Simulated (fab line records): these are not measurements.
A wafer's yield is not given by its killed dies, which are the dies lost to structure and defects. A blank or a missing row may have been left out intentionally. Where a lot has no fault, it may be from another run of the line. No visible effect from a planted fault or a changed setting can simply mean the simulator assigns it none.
Matching of chambers | flow nandHarc | NHARC_P_M0_CMP_23 on cmp-01: 4 sister chambers
The step polishes, t overpolish 20 s, target thk 117.53 nm. 4 wafers are shown with their chamber, then 7 later ones without.

WAFERS PAIRED WITH THEIR CHAMBERS
wafer  | chamber | motorCurrentA (A)
L431.5 | 3       | 10.9
L439.6 | 2       | 13.0
L443.1 | 0       | 12.0
L443.4 | 1       | 11.6

WAFERS WHOSE CHAMBER IS MISSING
wafer  | motorCurrentA (A)
L443.6 | 10.8
L441.2 | 13.7
L441.3 | 13.0
L441.5 | 13.2
L445.3 | 14.1
L445.5 | 12.6
L445.6 | 11.9

EACH ONE'S CHAMBER
wafer  | from the rows above               | in truth
L443.6 | can't be placed: 3 or 1           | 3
L441.2 | can't be placed: 2 or 0           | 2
L441.3 | can't be placed: 2 or 0           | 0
L441.5 | can't be placed: 2 or 0           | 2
L445.3 | can't be placed: 2 or 0           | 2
L445.5 | can't be placed: 2 or 0 or 1      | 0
L445.6 | can't be placed: 0 or 1 or 3 or 2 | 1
Placed correctly: 0 of 7. From these rows, 7 cannot be placed; in 7 the true chamber is one of the candidates. 0 placed wrongly.
How it was worked out, from the rows above alone: a wafer's distance from a chamber is the root of the sum, over the readings, of the square of ((its reading less the chamber's mean) divided by the reading's scatter). If the next closest chamber is less than 2 further off than the closest, the wafer can't be placed; otherwise it belongs to the closest. For every chamber, the mean is computed from those of its wafers that are shown. The scatter: with one shown wafer a chamber, the root of the mean of the squares of how far each hidden wafer lies from its nearest shown one.
